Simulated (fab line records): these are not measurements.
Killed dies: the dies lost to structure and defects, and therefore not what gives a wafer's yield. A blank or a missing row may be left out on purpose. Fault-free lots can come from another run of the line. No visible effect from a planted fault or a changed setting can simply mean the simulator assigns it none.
Split-lot experiment    flow n5_finfet    21 wafers read across 7 lots, on a route 1938 steps long

## THE SPLIT ITSELF
At N5_BEOL_M11_PECVD_70 (deposits SiO2 from TEOS/O2, target thk 20 nm, time 22.7 s), the setting temp_c was moved away from the recipe's 400 C on 10 of the 21 wafers read, by -2.0% to +2.5%. The other wafers ran this setting at the recipe's value.

## FROM THE SPLIT TO THE READING: what the file shows between them, 11 steps
- N5_BEOL_M11_COAT_59: time 60 s, resist thk 100 nm (also split here: spin_rpm)
- N5_BEOL_M11_COAT_60: time 60 s, resist thk 30 nm
- N5_BEOL_M11_COAT_05: resist thk 90 nm
- N5_BEOL_M11_DESCUM_16: chemistry O2, time 7.9 s
- N5_BEOL_M11_ETCH_61: etches SiARC in CF4, target depth 39 nm, time 65 s
- N5_BEOL_M11_ETCH_62: etches SOC in N2/H2, target depth 110 nm, overetch 22 nm, time 165 s
- N5_BEOL_M11_STRIP_68: strips in N2/H2
- N5_BEOL_M11_STRIP_67: strips in CF4
- N5_BEOL_M11_HM_OPEN_17: chemistry Cl2/BCl3, target TiN, target depth 20 nm, overetch 6 nm
- N5_BEOL_M11_STRIP_19: strips in O2
- N5_BEOL_M11_STRIP_77: strips in N2/H2, time 10 s

## THE READING
SiO2_of_BEOL_M11_PECVD_70.thk_nm (the simulator's own value, which no gauge read), in nm, at N5_BEOL_M11_HM_STRIP_39 (strips TiN in peroxide tin strip, target depth 25 nm, time 158 s). The file does not state a usual value for it. Across the 11 wafers here that went through the recipe, the average is 20.1 nm and the standard deviation 0.18 nm.

wafer   tool, chamber at the split  temp_c as run, C  against the recipe  SiO2_of_BEOL_M11_PECVD_70.thk_nm, nm  against lot-mates on the recipe
L076.1  pecvd-03, 2                 406               +1.5%               19                                    -0.8
L076.2  pecvd-03, 1                 400               recipe              19.8                                  -
L076.5  pecvd-03, 1                 406               +1.5%               19.4                                  -0.4
L077.3  pecvd-02, 1                 400               recipe              20.2                                  -
L077.4  pecvd-02, 0                 405.1             +1.3%               19.2                                  -1.0
L077.6  pecvd-02, 1                 405.1             +1.3%               19                                    -1.2
L082.2  pecvd-02, 0                 400               recipe              19.8                                  -
L082.4  pecvd-02, 0                 400               recipe              20.2                                  -
L082.5  pecvd-02, 2                 410.1             +2.5%               18.6                                  -1.4
L085.1  pecvd-03, 2                 408.9             +2.2%               18.8                                  -1.4
L085.4  pecvd-03, 1,2               400               recipe              20.2                                  -
L085.5  pecvd-03, 1,2               400               recipe              20.2                                  -
L084.1  pecvd-03, 0,1               400               recipe              20.2                                  -
L084.4  pecvd-03, 0,1               400               recipe              20.2                                  -
L084.3  pecvd-03, 2                 395.5             -1.1%               20.6                                  +0.4
L097.1  pecvd-02, 1                 400               recipe              19.8                                  -
L097.3  pecvd-02, 0                 400               recipe              20                                    -
L097.4  pecvd-02, 2                 400               recipe              20.2                                  -
L096.2  pecvd-03, 0                 392               -2.0%               21.2                                  no lot-mate on the recipe
L096.5  pecvd-03, 2                 392               -2.0%               21.2                                  no lot-mate on the recipe
L096.6  pecvd-03, 1                 392               -2.0%               21.4                                  no lot-mate on the recipe
If several chambers appear in one row, that row covers several wafers at once and the file leaves open which wafer was in which chamber.

FIT RESULTS
A straight line over all 21 wafers: SiO2_of_BEOL_M11_PECVD_70.thk_nm changes by -0.598 nm for each +1% of temp_c; r = -0.98; the points scatter about the line by 0.17 nm.
The same after taking each lot's own level away (the mean of its wafers on the recipe; 18 wafers): -0.558 nm for each +1%; r = -0.93; scatter 0.21 nm.
That fit puts the effect of the largest move of temp_c on the reading at 1.4 nm.
The span of the lots' own levels, 19.80 to 20.20 nm, comes to 2.3 times the standard deviation stated above.
Hence the lot-to-lot level has little effect on the slope; both slopes agree.
Check: -1.47 nm against its lot-mates is what the line predicts for one of the wafers moved furthest among these (+2.5%) when that wafer is left out of the fit. It came out at -1.4 nm against them.

## THE OTHER SPLITS THESE WAFERS WENT THROUGH
Other splits were also applied to these wafers ahead of the reading. Each is held against what the fit with the lots' levels taken away leaves over:
other split on the same wafers  wafers away from the commonest value  r with SiO2_of_BEOL_M11_PECVD_70.thk_nm (lot level and that fit taken away)
N5_BEOL_M10_COAT_64 spin_rpm    8                                     -0.20
N5_BEOL_M11_COAT_59 spin_rpm    7                                     +0.22

## THE WHOLE CHAIN: every reading that the file lists as answering this split, in the file's order
step                     what it does                                                      reading                                                                            change (the file's fit)                r (the file's)
N5_BEOL_M11_PECVD_70     deposits SiO2 from TEOS/O2, target thk 20 nm, time 22.7 s         SiO2_of_BEOL_M11_PECVD_70.thk_nm (the simulator's own value, which no gauge read)  -0.555 nm for each +1% of the setting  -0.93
N5_BEOL_M11_HM_STRIP_39  strips TiN in peroxide tin strip, target depth 25 nm, time 158 s  SiO2_of_BEOL_M11_PECVD_70.thk_nm (the simulator's own value, which no gauge read)  -0.571 nm for each +1% of the setting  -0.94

## FILE'S OWN FIT
SiO2_of_BEOL_M11_PECVD_70.thk_nm changes by -0.571 nm for each +1% of temp_c, r = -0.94.
